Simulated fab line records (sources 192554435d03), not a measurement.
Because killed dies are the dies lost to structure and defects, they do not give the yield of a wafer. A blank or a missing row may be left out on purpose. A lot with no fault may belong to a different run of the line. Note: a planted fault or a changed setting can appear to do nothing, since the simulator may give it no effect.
fab line records	flow n5-finfet
[record] lots = 9	wafers = 25	last-day = 17
route steps=1938 shown BEOL_M0_SAQP@698 BEOL_M0_CUTY@705 BEOL_M0@718 BEOL_M4@1111 PASSIVATION@1936
lots untouched by any fault: they come from a run of this same line in which no faults occurred
start-h: the number of hours between the record's first day and the start of the first shown wafer of the lot	wait-h: hours since the lot's step before	" same as the row above	L1.1+2: several wafers, shown together as one row	- no value present, or no start provided	* or withheld: withheld	< > ~ a bound
route shown NAME@n: NAME is a module with steps in the file, n the number in the route of the first one	usual: the fault-free wafers' mean and standard deviation	same: alike in all rows	chamber/n: place in a boat	sites: each site's reading	_std_site: their standard deviation	_edge_site: outer sites' mean less inner sites'	radius-mm: how far each site lies from the wafer's centre	mask NAME#n: copy n	behind: tool/chamber where the wafer was last shaped	hold: what put the lot on hold/how long, in hours/how the hold closed	device: which transistor (n, p or np) failed to switch	end of line: the route-end tests of the same wafers	step lacking rows: just its recipe	killed: the dies lost at the first sort to structure and to defects; this is not the yield of the wafer	map: the dies of a wafer, with x for killed, . for not killed, _ for no die there
set.NAME: the setting as run; set.NAME@STEP: as run at that earlier step	model.NAME: the simulator's own value behind a step, which no gauge read
the route's steps for a sample of lots (tables are steps, rows are wafers)
services: a tool's chamber out of use, with start hour (start-h, from the record's first day; less than 0 if before it), hours out, and reason
[[steps]]
[step N5_BEOL_M0_SAQP_ALD_48]
[recipe] material = SiO2	target-thk-a = 200	temp-c = 100	ald-precursor-family = BDEAS	ald-co-reactant = O2-plasma	pulse-time-s = 1	co-reactant-pulse-time-s = 1	purge-time-s = 2	co-reactant-purge-time-s = 2	ald-cycles = 139	pressure-torr = 2
[usual] heater-power-w = 75/7.2	precursor-pulse-height-rel = 0.998/0.021
lot.wafer	tool	chamber	start-h	wait-h	heater-power-w	precursor-pulse-height-rel
L304.2	ald-sin-04	1	134.83	0.1	78	0.978
L304.5	"	2	"	"	96	0.992
L305.1	ald-sin-01	3	144.97	0.1	81	0.988
L305.3	"	1	"	"	75	1.005
L305.6	"	1	"	"	73	0.986
L307.1	ald-sin-03	1	152.48	0.0	67	1.012
L307.2	"	3	"	"	82	0.993
L307.4	"	2	"	"	66	0.989
L308.2	ald-sin-01	3	155.44	0.0	81	1.007
L308.5	"	2	"	"	72	0.995
L308.6	"	1	"	"	74	1.004
L310.3	ald-sin-01	1	167.34	0.0	74	1.050
L310.4	"	0	"	"	71	0.998
L312.2	ald-sin-01	3	186.18	0.2	80	1.019
L312.4	"	2	"	"	73	1.028
L312.5	"	1	"	"	73	1.026
L318.1	ald-sin-01	1	219.17	0.1	76	0.988
L318.2	"	0	"	"	73	1.021
L318.6	"	1	"	"	73	1.005
L323.2	ald-sin-03	3	244.33	0.1	82	0.966
L323.4	"	1	"	"	65	0.979
L323.5	"	1	"	"	65	1.003
L324.1	ald-sin-04	2	247.94	0.0	94	0.992
L324.3	"	1	"	"	79	1.020
L324.5	"	1	"	"	74	1.001
[step N5_BEOL_M0_SAQP_ETCH_49]
[recipe] chemistry = CF4/O2	target-depth-a = 370	target = SiO2	pressure-mtorr = 40	source-w = 535	bias-w = 49	Ar_flow_sccm = 100	cf4-flow-sccm = 100	O2_flow_sccm = 10	ion-energy-ev = 100
[usual] drypump-motor-current-A = 5.6/0.42	oes_ar_750_au = 0.76/0.076	oes-product-au = 0.75/0.081	rf-vpp-V = 240/3.8	showerhead-plenum-p-Torr = 2.21/0.066	throttle-valve-pct = 15.94/0.26
lot.wafer	tool	chamber	start-h	wait-h	drypump-motor-current-A	oes_ar_750_au	oes-product-au	rf-hours-counter-h	rf-vpp-V	showerhead-plenum-p-Torr	throttle-valve-pct
L304.2	rie-diel-04	1	135.37	0.3	6.1	0.69	0.68	249	244	2.19	16.14
L304.5	"	2	"	"	5.7	0.73	0.74	-	239	2.28	15.53
L305.1	rie-diel-04	0	145.49	0.3	4.7	0.71	0.71	188	243	2.10	15.96
L305.3	"	2	"	"	5.7	0.73	0.74	169	239	2.27	15.55
L305.6	"	1	"	"	6.0	0.69	0.68	-	243	2.19	16.14
L307.1	rie-diel-03	3	153.00	0.3	5.3	0.76	0.75	169	240	2.30	16.12
L307.2	"	1	"	"	5.7	0.75	0.76	173	242	2.21	16.02
L307.4	"	0	"	"	5.7	0.72	0.74	142	241	2.29	16.08
L308.2	rie-diel-01	0	156.05	0.4	5.3	0.70	0.69	241	234	2.26	16.28
L308.5	"	1	"	"	6.0	0.90	0.90	-	245	2.25	15.45
L308.6	"	0	"	"	5.3	0.70	0.70	-	234	2.26	16.28
L310.3	rie-diel-01	3	167.87	0.3	5.8	0.73	0.73	173	240	2.12	15.85
L310.4	"	2	"	"	6.2	0.76	0.74	160	235	2.20	15.95
L312.2	rie-diel-03	1	186.82	0.4	5.7	0.74	0.75	183	241	2.21	16.02
L312.4	"	2	"	"	5.5	0.75	0.74	-	233	2.13	16.17
L312.5	"	3	"	"	5.2	0.77	0.75	-	241	2.29	16.13
L318.1	rie-diel-01	2	219.70	0.3	6.3	0.74	0.72	178	234	2.19	15.99
L318.2	"	0	"	"	5.3	0.96	0.98	4	234	2.25	15.82
L318.6	"	3	"	"	5.8	0.71	0.71	-	240	2.11	15.87
L323.2	rie-diel-04	2	244.91	0.3	5.7	0.70	0.71	204	239	2.26	15.61
L323.4	"	1	"	"	6.1	0.93	0.92	22	245	2.18	15.70
L323.5	"	3	"	"	6.0	0.71	0.69	-	243	2.18	16.40
L324.1	rie-diel-03	0	248.47	0.3	5.7	0.70	0.72	168	241	2.28	16.13
L324.3	"	2	"	"	5.5	0.74	0.71	190	232	2.12	16.20
L324.5	"	3	"	"	5.2	0.75	0.72	-	240	2.28	16.18
[step N5_BEOL_M0_CUTY_EXPOSE_54]
[recipe] mask-id = M0_ABLK	na = 1.35	source-shape = conventional	sigma-outer = 0.8	polarization = unpolarized	dose-mj = 36
[same] na = 1.35
lot.wafer	tool	chamber	start-h	wait-h	mask
L304.2+5	arfi-scanner-01	0	135.74	-	M0_ABLK#0
L305.1+3+6	arfi-scanner-01	0	145.74	-	M0_ABLK#0
L307.1+2+4	arfi-scanner-03	0	153.25	-	M0_ABLK#0
L308.2+5+6	arfi-scanner-01	0	156.43	-	M0_ABLK#0
L310.3+4	arfi-scanner-02	0	168.12	-	M0_ABLK#0
L312.2+4+5	arfi-scanner-03	0	187.07	-	M0_ABLK#0
L318.1+2+6	arfi-scanner-01	0	219.95	-	M0_ABLK#0
L323.2+4+5	arfi-scanner-01	0	245.28	-	M0_ABLK#0
L324.1+3+5	arfi-scanner-02	0	248.84	-	M0_ABLK#0
[step N5_BEOL_M0_CUTY_OVL_MEAS_58]
[recipe] points-per-wafer = 44
[usual] M0_ABLK_OVL = -0.1/0.76
lot.wafer	tool	chamber	start-h	wait-h	M0_ABLK_OVL[nm]
L304.2	overlay-02	0	135.89	0.0	-0.3
L304.5	"	0	"	"	-1.9
L305.1	overlay-01	0	145.89	0.0	-0.2
L305.3	"	0	"	"	0.5
L305.6	"	0	"	"	-0.5
L307.1	overlay-01	0	153.41	0.0	-0.2
L307.2	"	0	"	"	0.3
L307.4	"	0	"	"	-0.1
L308.2	overlay-01	0	156.58	0.0	-0.1
L308.5	"	0	"	"	0.6
L308.6	"	0	"	"	0.7
L310.3	overlay-01	0	168.26	0.0	-0.3
L310.4	"	0	"	"	-1.3
L312.2	overlay-02	0	187.22	0.0	-0.3
L312.4	"	0	"	"	-0.1
L312.5	"	0	"	"	-0.6
L318.1	overlay-01	0	220.10	0.0	18.1
L318.2	"	0	"	"	17.8
L318.6	"	0	"	"	16.7
L323.2	overlay-02	0	245.43	0.0	17.8
L323.4	"	0	"	"	18.6
L323.5	"	0	"	"	19.1
L324.1	overlay-01	0	248.99	0.0	0.0
L324.3	"	0	"	"	-0.4
L324.5	"	0	"	"	0.1
[step N5_BEOL_M0_STRIP_104]
[recipe] chemistry = N2/H2	power-w = 450	temp-c = 40	pressure-mtorr = 20	rf-frequency-hz = 6e+07	overash-fraction = 0.3	bias-power-w = 7	h2-frac = 0.5	n2-flow-sccm = 200	h2-flow-sccm = 200
[usual] drypump-motor-current-A = 5.8/0.47	oes-product-au = 0.76/0.061	rf-vpp-V = 59.2/1.6	showerhead-plenum-p-Torr = 2.57/0.06	temp-c = 40.00/0.11	throttle-valve-pct = 23.74/0.27
lot.wafer	tool	chamber	start-h	wait-h	drypump-motor-current-A	oes-product-au	rf-hours-counter-h	rf-vpp-V	showerhead-plenum-p-Torr	temp-c	throttle-valve-pct
L304.2	rie-diel-06	2	138.07	0.0	5.5	0.79	98	58.8	2.57	40.06	23.53
L304.5	"	3	"	"	5.7	0.84	-	59.1	2.56	39.76	23.81
L305.1	rie-diel-02	0	146.87	0.0	6.6	0.87	46	59.1	2.71	39.99	23.82
L305.3	"	3	"	"	5.9	0.77	112	58.1	2.55	40.01	23.98
L305.6	"	1	"	"	6.2	0.70	-	59.0	2.52	40.08	23.54
L307.1	rie-diel-05	2	154.73	0.0	4.9	0.75	178	58.3	2.64	39.79	23.39
L307.2	"	1	"	"	6.2	0.85	73	60.9	2.57	39.89	23.96
L307.4	"	3	"	"	5.5	0.83	80	57.7	2.66	39.99	23.45
L308.2	rie-diel-06	3	160.52	0.0	5.7	0.83	82	60.1	2.56	40.05	23.80
L308.5	"	0	"	"	6.4	0.70	-	62.7	2.51	39.87	24.22
L308.6	"	1	"	"	5.7	0.70	-	58.1	2.62	39.87	23.48
L310.3	rie-diel-05	1	169.91	0.0	6.2	0.84	81	61.0	2.56	40.09	23.98
L310.4	"	3	"	"	5.5	0.82	-	59.1	2.66	39.96	23.41
L312.2	rie-diel-02	2	192.17	0.0	5.1	0.71	192	59.0	2.51	40.05	23.92
L312.4	"	0	"	"	6.6	0.85	58	59.5	2.71	40.09	23.85
L312.5	"	2	"	"	5.1	0.72	-	59.7	2.51	39.88	23.90
L318.1	rie-diel-06	2	220.68	0.0	5.5	0.78	132	58.8	2.55	40.08	23.57
L318.2	"	0	"	"	6.4	0.69	218	59.5	2.50	40.16	24.32
L318.6	"	0	"	"	6.4	0.69	-	60.0	2.50	40.10	24.31
L323.2	rie-diel-06	1	249.56	0.0	5.7	0.68	230	58.0	2.61	40.13	23.50
L323.4	"	3	"	"	5.7	0.80	112	59.9	2.55	40.01	23.87
L323.5	"	0	"	"	6.4	0.69	-	60.5	2.50	39.94	24.29
L324.1	rie-diel-02	0	250.55	0.0	6.6	0.84	81	60.7	2.70	39.92	23.92
L324.3	"	3	"	"	5.9	0.74	144	55.1	2.54	39.99	24.05
L324.5	"	1	"	"	6.2	0.69	-	56.8	2.51	40.23	23.55
[step N5_BEOL_M4_RC_MEAS_101]
[usual] DIBL_N = 35.9/1.6	DIBL_P = 35.6/2.1	IOFF_N = 0.149/0.029	IOFF_P = 0.20/0.033	ION_N = 671/11	ION_P = 460/7.3	SS_N = 71.4/0.62	SS_P = 73.2/0.65	VT_N = 251/3.1	VT_P = -251/3.4
lot.wafer	tool	chamber	start-h	wait-h	DIBL_N[mV/V]	DIBL_P[mV/V]	IOFF_N[nA/um]	IOFF_P[nA/um]	ION_N[uA/um]	ION_P[uA/um]	SS_N[mV/dec]	SS_P[mV/dec]	VT_N[mV]	VT_P[mV]
L304.2	prober-02	0	182.65	0.2	35.5	36.8	0.138	0.18	668	454	71.2	73.5	251	-256
L304.5	"	0	"	"	34.7	35.0	0.136	0.16	668	452	71.5	72.3	253	-256
L305.1	prober-02	0	192.97	0.0	34.9	35.5	0.133	0.19	665	451	71.9	72.9	252	-251
L305.3	"	0	"	"	32.3	33.0	0.114	0.16	669	456	70.5	73.0	254	-253
L305.6	"	0	"	"	33.7	34.1	0.122	0.18	667	464	70.7	72.4	252	-254
L307.1	prober-02	0	196.43	0.0	36.4	36.1	0.144	0.17	659	444	72.3	72.7	252	-258
L307.2	"	0	"	"	35.6	37.0	0.144	0.18	665	452	71.3	72.4	250	-254
L307.4	"	0	"	"	36.7	38.0	0.158	0.20	668	459	71.3	73.1	251	-252
L308.2	prober-02	0	205.42	0.2	38.3	37.6	0.182	0.26	680	468	72.3	73.0	247	-248
L308.5	"	0	"	"	35.9	34.8	0.149	0.22	675	471	71.2	72.7	250	-245
L308.6	"	0	"	"	35.0	33.7	0.126	0.19	663	461	70.9	72.9	252	-251
L310.3	prober-01	0	222.92	0.3	32.7	32.2	0.106	0.16	651	456	70.9	72.7	256	-254
L310.4	"	0	"	"	35.6	35.6	0.159	0.21	677	472	70.7	73.2	247	-247
L312.2	prober-01	0	236.49	0.2	37.3	35.7	0.166	0.25	657	460	72.1	73.9	250	-248
L312.4	"	0	"	"	34.3	32.8	0.124	0.20	670	469	70.5	72.4	252	-249
L312.5	"	0	"	"	36.1	35.5	0.151	0.24	660	459	71.3	73.4	250	-249
L318.1	prober-02	0	273.80	0.0	37.3	38.0	0.163	0.23	665	458	72.7	73.9	250	-251
L318.2	"	0	"	"	36.2	35.3	0.141	0.18	656	450	71.8	73.1	253	-257
L318.6	"	0	"	"	36.7	35.5	0.150	0.19	661	458	72.4	73.3	253	-254
L323.2	prober-02	0	300.61	0.2	36.8	35.2	0.157	0.21	681	468	70.7	73.0	253	-250
L323.4	"	0	"	"	38.7	38.1	0.199	0.26	683	467	71.9	73.8	245	-244
L323.5	"	0	"	"	39.1	38.4	0.213	0.27	697	475	72.5	74.2	244	-248
L324.1	prober-02	0	303.75	0.0	34.6	34.7	0.133	0.19	665	458	71.8	72.8	251	-251
L324.3	"	0	"	"	34.9	33.6	0.135	0.16	679	461	71.3	72.4	252	-253
L324.5	"	0	"	"	35.7	34.8	0.154	0.19	681	459	71.5	73.6	250	-249
[step N5_PASSIVATION_PROBE_49]
[usual] defect-limited-yield = 90.9/1.5	killed_at_M0_to_M3 = 36/9.9	killed_at_M4_up = 13/4.5	killed-at-contacts = 13/6.4	killed-at-front-end = 42/12	killed-at-other = 3.4/3	killed-dies = 107/18	killed-on-rim = 14/4.3	killed-open = 69/13	killed-short = 35/8.2	sort_bin_5_function = 5.3/1.1	sort_bin_6_memory = 3.4/0.69	sort-n-pass = 1073/18	sort-yield-pct = 90.9/1.5
[same] gross-dies = 1180	killed-at-back-side = 0	sort_bin_4_leakage[%] = 0	sort_bin_8_speed[%] = 0
lot.wafer	tool	chamber	start-h	wait-h	defect-limited-yield[%]	killed_at_M0_to_M3	killed_at_M4_up	killed-at-contacts	killed-at-front-end	killed-at-other	killed-dies	killed-on-rim	killed-open	killed-short	sort_bin_5_function[%]	sort_bin_6_memory[%]	sort-n-pass	sort-yield-pct[%]
L308.2	prober-02	-	308.03	0.1	88.1	43	10	19	66	3	141	20	91	47	7.5	3.6	1039	88.1
L308.5	prober-02	-	308.18	0.2	86.6	60	12	17	66	3	158	25	99	57	8.1	4.8	1022	86.6
L308.6	prober-02	-	308.23	0.3	89.0	43	5	12	65	5	130	13	77	53	6.7	4.2	1050	89.0
L310.3	prober-01	-	317.85	0.1	92.0	30	8	9	40	7	94	9	69	25	4.7	3.0	1086	92.0
L310.4	prober-01	-	317.90	0.2	89.7	28	11	7	69	7	122	12	74	48	5.8	4.2	1058	89.7
L312.2	prober-01	-	333.62	0.1	92.1	34	17	9	32	1	93	9	52	34	4.2	3.1	1087	92.1
L312.4	prober-01	-	333.72	0.2	92.5	43	10	4	29	2	88	13	58	30	4.2	3.1	1092	92.5
L312.5	prober-01	-	333.77	0.2	91.8	27	3	11	53	3	97	11	57	39	4.4	3.6	1083	91.8
// killed by level:class
L308.2 STI_FIN_REVEAL:geometric-particle:open=18 DUMMY_GATE:geometric-particle:open=13 MOL_CONTACT_COAG:geometric-particle:open=12 FIN_SAQP:geometric-particle:open=11 BEOL_M3:geometric-particle:open=9 MOL_CONTACT_COAG:geometric-particle:short=7 BEOL_M1:geometric-particle:open=7 BEOL_M2:geometric-particle:short=6
L308.5 STI_FIN_REVEAL:geometric-particle:open=18 MOL_CONTACT_COAG:geometric-particle:open=13 BEOL_M2:geometric-particle:open=11 BEOL_M3:geometric-particle:open=11 BEOL_M0_SAQP:geometric-particle:short=11 FIN_SAQP:geometric-particle:open=10 BEOL_M2:geometric-particle:short=9 STI_FIN_REVEAL:geometric-particle:short=8
L308.6 FIN_SAQP:geometric-particle:open=16 BEOL_M0_SAQP:geometric-particle:short=15 BEOL_M0_SAQP:geometric-particle:open=13 FIN_SAQP:geometric-particle:short=11 STI_FIN_REVEAL:geometric-particle:open=11 MOL_CONTACT_COAG:geometric-particle:open=9 BEOL_M2:geometric-particle:open=6 DUMMY_GATE:geometric-particle:open=5
L310.3 FIN_SAQP:geometric-particle:short=12 BEOL_M2:geometric-particle:open=11 BEOL_M3:geometric-particle:open=10 MOL_CONTACT_COAG:geometric-particle:open=7 FIN_SAQP:geometric-particle:open=6 STI_FIN_REVEAL:geometric-particle:open=6 ILD0:geometric-particle:open=5 BEOL_M0_SAQP:geometric-particle:open=4
L310.4 FIN_SAQP:geometric-particle:short=20 FIN_SAQP:geometric-particle:open=13 STI_FIN_REVEAL:geometric-particle:open=11 BEOL_M1:geometric-particle:open=7 GATE_CUT:geometric-particle:short=6 STARTING-WAFER:geometric-particle:short=5 BEOL_M0_SAQP:geometric-particle:open=5 MOL_CONTACT_COAG:geometric-particle:open=5
L312.2 BEOL_M0_SAQP:geometric-particle:short=12 BEOL_M1:geometric-particle:open=11 MOL_CONTACT_COAG:geometric-particle:open=8 DUMMY_GATE:geometric-particle:open=6 FIN_SAQP:geometric-particle:open=4 STI_FIN_REVEAL:geometric-particle:open=4 DUMMY_GATE:geometric-particle:short=4 BEOL_M0_SAQP:geometric-particle:open=4
L312.4 BEOL_M1:geometric-particle:open=11 FIN_SAQP:geometric-particle:open=10 FIN_SAQP:geometric-particle:short=9 BEOL_M0_SAQP:geometric-particle:short=9 BEOL_M2:geometric-particle:open=7 BEOL_M0_SAQP:geometric-particle:open=6 BEOL_M3:geometric-particle:open=6 DUMMY_GATE:geometric-particle:open=4
L312.5 FIN_SAQP:geometric-particle:short=12 STI_FIN_REVEAL:geometric-particle:open=11 DUMMY_GATE:geometric-particle:open=9 BEOL_M0_SAQP:geometric-particle:open=9 MOL_CONTACT_COAG:geometric-particle:open=8 BEOL_M0_SAQP:geometric-particle:short=8 BEOL_M1:geometric-particle:open=6 FIN_SAQP:geometric-particle:open=4
[[services]]
tool	chamber	start-h	hours	kind
ald-sin-03	1	110.91	6.8	repair
arfi-scanner-03	-	115.08	1.3	pm
ald-sin-01	0	116.49	4.4	repair
arfi-scanner-03	-	119.48	4.9	pm
rie-diel-04	3	126.58	27.6	repair
rie-diel-01	-	126.93	0.3	repair
ald-sin-01	-	134.08	0.8	pm
rie-diel-04	-	138.91	0.5	repair
arfi-scanner-01	-	152.81	1.9	repair
rie-diel-02	-	156.72	16.8	repair
rie-diel-06	1	161.09	4.9	repair
arfi-scanner-01	-	165.20	1.3	pm
arfi-scanner-01	-	171.05	0.8	repair
rie-diel-01	1	203.57	15.6	repair
rie-diel-06	3	211.16	15.1	repair
arfi-scanner-01	-	221.91	1.5	pm
rie-diel-02	2	226.34	13.2	repair
arfi-scanner-03	-	228.56	0.8	pm
ald-sin-01	3	232.49	1.4	repair
rie-diel-06	1	233.21	4.6	repair
arfi-scanner-03	-	240.58	1.3	pm
rie-diel-04	0	241.77	2.9	repair
rie-diel-06	-	242.52	0.3	repair
rie-diel-03	3	243.02	4.6	repair
[[key]]
[first-sign] step = N5_BEOL_M0_CUTY_OVL_MEAS_58	reading = M0_ABLK_OVL	direction = up	sigmas = 24	usual = -0.1	struck = 18.0
effect none on later readings
met-at N5_BEOL_M0_CUTY_EXPOSE_54
struck-lots L318,L323
not-acting-at N5_BEOL_M0_SAQP_ALD_48,N5_BEOL_M0_SAQP_ETCH_49,N5_BEOL_M0_STRIP_104
onset-between 156.43 219.95
[fault] kind = scanner-matching-overlay	tool = arfi-scanner-01	chamber = -	onset-h = 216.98	steps = N5_BEOL_M0_CUTY_EXPOSE_54	offset = 17.637
